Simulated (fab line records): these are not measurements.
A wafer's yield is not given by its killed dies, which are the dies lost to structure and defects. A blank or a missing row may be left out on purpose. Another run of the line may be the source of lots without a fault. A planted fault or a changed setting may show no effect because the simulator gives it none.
Comparing a struck lot with a sound one / flow nand_harc / 14 steps out of a route of 1302
Sound: these wafers, L920.1, L920.4, L920.6. Struck: wafer L926.1 (L926.3, L926.5, from the same lot, were not struck and are left out); the cause is given at the end.
Per side, at each step with rows, come the tool, then ch with its chambers, and then its first start. Under that, the readings that differ: sound wafers / struck wafers / difference of the means / sigmas: that difference in standard deviations of wafers without a fault.
alike: readings with means less than 2 such deviations apart, plus words and numbers identical on both sides. not compared: withheld readings, readings lacking a value on some wafer, bounds such as >300 that could conceal the same value, and numbers that have no deviation in the record and whose values overlap.
A row with sigmas, a row that says differs or no value, or rows on one side alone: a step with any of these is where the two part. When numbers do not overlap yet have no deviation, they are printed without sigmas and do not part them. A reading that every wafer of one side lacks parts them only if that side has two wafers or more.

first, 3 steps without rows for these wafers: NHARC_A_CONTACT_DESCUM_13 (chemistry O2, time 3 s); NHARC_A_CONTACT_ETCH_88 (etches the open film in CF4, target depth 39 nm, time 65 s); NHARC_A_CONTACT_ETCH_89 (etches the open film in N2/H2, target depth 260 nm, time 475.3 s).
NHARC_A_CONTACT_ETCH_30: etches the open film in CF4/CHF3, target depth 72.6 nm, time 36.3 s.
  sound: rie_diel-13 ch 0,2; struck: rie_diel-13 ch 0
  alike: drypump_motor_current_A, mfc_ar_sccm, oes_product_au, rf_vpp_V, showerhead_plenum_p_Torr, throttle_valve_pct
  not compared: rf_hours_counter_h
then, 1 step without rows for these wafers: NHARC_A_CONTACT_ETCH_31 (etches the open film in O2/COS, target depth 2800 nm, time 728 s).
NHARC_A_CONTACT_ETCH_134: etches the open film in C4F8/O2/Ar, time 140 s, target depth 700 nm.
  sound on har_cap_etch-02 ch 0,1, day 25 22:24; struck on har_cap_etch-01 ch 0, day 29 11:26
  not compared: rf_hours_counter_h
NHARC_A_CONTACT_ETCH_135: etches the open film in C4F8/O2/Ar, time 311 s, target depth 1912 nm.
  sound on har_cap_etch-02 ch 0,1, day 25 22:37; struck on har_cap_etch-01 ch 0, day 29 11:38
  not compared: rf_hours_counter_h
NHARC_A_CONTACT_ETCH_136: etches the open film in C4F8/O2/Ar, time 311 s, target depth 1912 nm.
  sound on har_cap_etch-02 ch 0,1, day 25 22:53; struck on har_cap_etch-01 ch 0, day 29 11:55
  not compared: rf_hours_counter_h
NHARC_A_CONTACT_ETCH_137: etches the open film in C4F8/O2/Ar, time 311 s, target depth 1912 nm.
  sound on har_cap_etch-02 ch 0,1, day 25 23:10; struck on har_cap_etch-01 ch 0, day 29 12:11
  not compared: rf_hours_counter_h
then, 3 steps without rows for these wafers: NHARC_A_CONTACT_ETCH_138 (etches the open film in C4F8/O2/Ar, time 311 s, target depth 1914 nm); NHARC_A_CONTACT_ETCH_139 (etches the open film in C4F8/O2/Ar, time 195 s, target depth 840 nm); NHARC_A_CONTACT_ETCH_92 (etches the open film in CH3F/O2, target depth 40 nm, time 85.7 s).
NHARC_A_CONTACT_ETCH_98: etches the open film in C4F6/O2, target depth 20 nm, time 10 s.
  sound on rie_diel-13 ch 2,3, day 26 00:21; struck on rie_diel-13 ch 2, day 29 13:22
reading=oes_product_au (a.u.); sound=0.965 0.970 0.973; struck=0.746; difference=-0.223; sigmas=-12
  alike: drypump_motor_current_A, mfc_ar_sccm, rf_vpp_V, showerhead_plenum_p_Torr, throttle_valve_pct
  not compared: rf_hours_counter_h
NHARC_A_CONTACT_CD_MEAS_15:
  struck on cd_sem-01, day 29 13:27; sound on cd_sem-02, day 26 00:26
reading=cd_nm (nm); sound=190.0 191.2 190.9; struck=189.1; difference=-1.6; sigmas=-3

WHERE THEY PART
At NHARC_A_CONTACT_ETCH_98 first; at NHARC_A_CONTACT_CD_MEAS_15 last (within this record only).

WHY: what the simulator had put in
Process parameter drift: rie_diel-13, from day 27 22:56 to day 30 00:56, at NHARC_A_CONTACT_ETCH_98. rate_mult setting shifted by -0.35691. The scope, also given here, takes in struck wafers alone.
